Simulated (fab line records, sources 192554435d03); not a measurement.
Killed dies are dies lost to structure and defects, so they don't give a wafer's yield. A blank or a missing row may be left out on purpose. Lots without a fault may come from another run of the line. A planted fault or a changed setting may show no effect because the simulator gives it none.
Split-lot experiment | flow n5_finfet | 7 lots, 21 wafers read, on a route of 1938 steps

THE SPLIT
At N5_BEOL_M15_TRENCH_ETCH_34 (etches SiO2 in C4F8/O2/Ar, target depth 872.93 nm, time 199 s), the setting time_s was moved away from the recipe's 199 s on 8 of the 21 wafers read, by -9.9% to +21.4%. The other wafers ran this setting at the recipe's value.

FROM THE SPLIT TO THE READING: what the file shows between them, 7 steps
- N5_BEOL_M15_STRIP_36: strips in O2
- N5_BEOL_M15_ECD_47: material Cu, target thk 1860 nm
- N5_BEOL_M15_ANNEAL_48: time 90 s
- N5_BEOL_M15_CMP_49: polishes, stops on SiO2, t overpolish 4.9 s, target thk 850 nm
- N5_BEOL_M15_THK_MEAS_50: measures by xrf
- N5_BEOL_M15_PRE_CLEAN_52: time 15 s
- N5_BEOL_M15_DEP_53: deposits SiCN from 3MS/NH3, target thk 50 nm, time 17.8 s

THE READING
M15_RS, in ohm/sq, at N5_BEOL_M15_RS_MEAS_54 (measures by four-point-probe). Fault-free wafers of this fab line usually give 0.0216 ohm/sq, standard deviation 0.00041 ohm/sq.

wafer  | tool, chamber at the split | time_s as run, s | against the recipe | M15_RS, ohm/sq | against lot-mates on the recipe
L076.1 | rie_diel-03, 1             | 228.5            | +14.8%             | 0.0183         | -0.0032
L076.2 | rie_diel-03, 3             | 199              | recipe             | 0.0219         | -
L076.4 | rie_diel-03, 0             | 199              | recipe             | 0.0212         | -
L078.2 | rie_diel-04, 3             | 199              | recipe             | 0.0222         | -
L078.3 | rie_diel-04, 2             | 199              | recipe             | 0.0215         | -
L078.5 | rie_diel-04, 1             | 199              | recipe             | 0.0215         | -
L086.1 | rie_diel-01, 2             | 179.3            | -9.9%              | 0.0234         | +0.0016
L086.3 | rie_diel-01, 0             | 199              | recipe             | 0.0215         | -
L086.6 | rie_diel-01, 1             | 199              | recipe             | 0.0221         | -
L085.4 | rie_diel-04, 2             | 199              | recipe             | 0.0219         | -
L085.5 | rie_diel-04, 1             | 223              | +12.1%             | 0.0193         | -0.0026
L085.6 | rie_diel-04, 2             | 223              | +12.1%             | 0.0193         | -0.0026
L093.2 | rie_diel-03, 1             | 199              | recipe             | 0.0212         | -
L093.4 | rie_diel-03, 0             | 236.3            | +18.7%             | 0.0179         | -0.0033
L093.6 | rie_diel-03, 0             | 236.3            | +18.7%             | 0.0180         | -0.0032
L092.1 | rie_diel-04, 0             | 212.7            | +6.9%              | 0.0197         | -0.0023
L092.2 | rie_diel-04, 1             | 199              | recipe             | 0.0221         | -
L092.5 | rie_diel-04, 2             | 199              | recipe             | 0.0219         | -
L096.2 | rie_diel-01, 0             | 241.6            | +21.4%             | 0.0178         | -0.0032
L096.3 | rie_diel-01, 1             | 199              | recipe             | 0.0209         | -
L096.4 | rie_diel-01, 2             | 199              | recipe             | 0.0210         | -

THE FIT
A straight line over all 21 wafers: M15_RS changes by -0.000193 ohm/sq for each +1% of time_s; r = -0.97; the points scatter about the line by 0.00039 ohm/sq.
The same after taking each lot's own level away (the mean of its wafers on the recipe; 21 wafers): -0.000178 ohm/sq for each +1%; r = -0.97; scatter 0.0004 ohm/sq.
On that fit, the largest move of time_s shifts the reading by 0.0038 ohm/sq.
The lots' own levels span 0.02095 to 0.02200 ohm/sq, that is 2.6 times the standard deviation above.
So the lot-to-lot level changes the slope little: the two slopes agree.
Check: with one of the wafers moved furthest among these (+21.4%) left out of the fit, the line predicts -0.00415 ohm/sq for it against its lot-mates. It came out at -0.00315 ohm/sq against them.

OTHER SPLITS ON THESE WAFERS
These wafers also went through other splits before the reading. Each is held against what the fit with the lots' levels taken away leaves over:
other split on the same wafers | wafers away from the commonest value | r with M15_RS (lot level and that fit taken away)
N5_BEOL_M13_COAT_58 spin_rpm   | 7                                    | +0.02
N5_BEOL_M15_COAT_04 spin_rpm   | 4                                    | -0.31

THE WHOLE CHAIN: every reading that the file lists as answering this split, in the file's order
step                       | what it does                                                   | reading                                                                          | change (the file's fit)               | r (the file's)
N5_BEOL_M15_TRENCH_ETCH_34 | etches SiO2 in C4F8/O2/Ar, target depth 872.93 nm, time 199 s  | etch.depth_nm (the simulator's own value, which no gauge read)                   | +8.24 nm for each +1% of the setting  | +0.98
N5_BEOL_M15_TRENCH_ETCH_34 | etches SiO2 in C4F8/O2/Ar, target depth 872.93 nm, time 199 s  | coat_of_BEOL_M15_COAT_22.thk_nm (the simulator's own value, which no gauge read) | -1.66 nm for each +1% of the setting  | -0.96
N5_BEOL_M15_CMP_49         | polishes, stops on SiO2, t overpolish 4.9 s, target thk 850 nm | Cu_of_BEOL_M15_ECD_47.thk_nm (the simulator's own value, which no gauge read)    | +8.21 nm for each +1% of the setting  | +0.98
N5_BEOL_M15_THK_MEAS_50    | measures by xrf                                                | M15_THK                                                                          | +8.23 for each +1% of the setting     | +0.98
N5_BEOL_M15_RS_MEAS_54     | measures by four-point-probe                                   | M15_RS                                                                           | -0.000181 for each +1% of the setting | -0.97

THE FILE'S OWN FIT
M15_RS changes by -0.000181 ohm/sq for each +1% of time_s, r = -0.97.
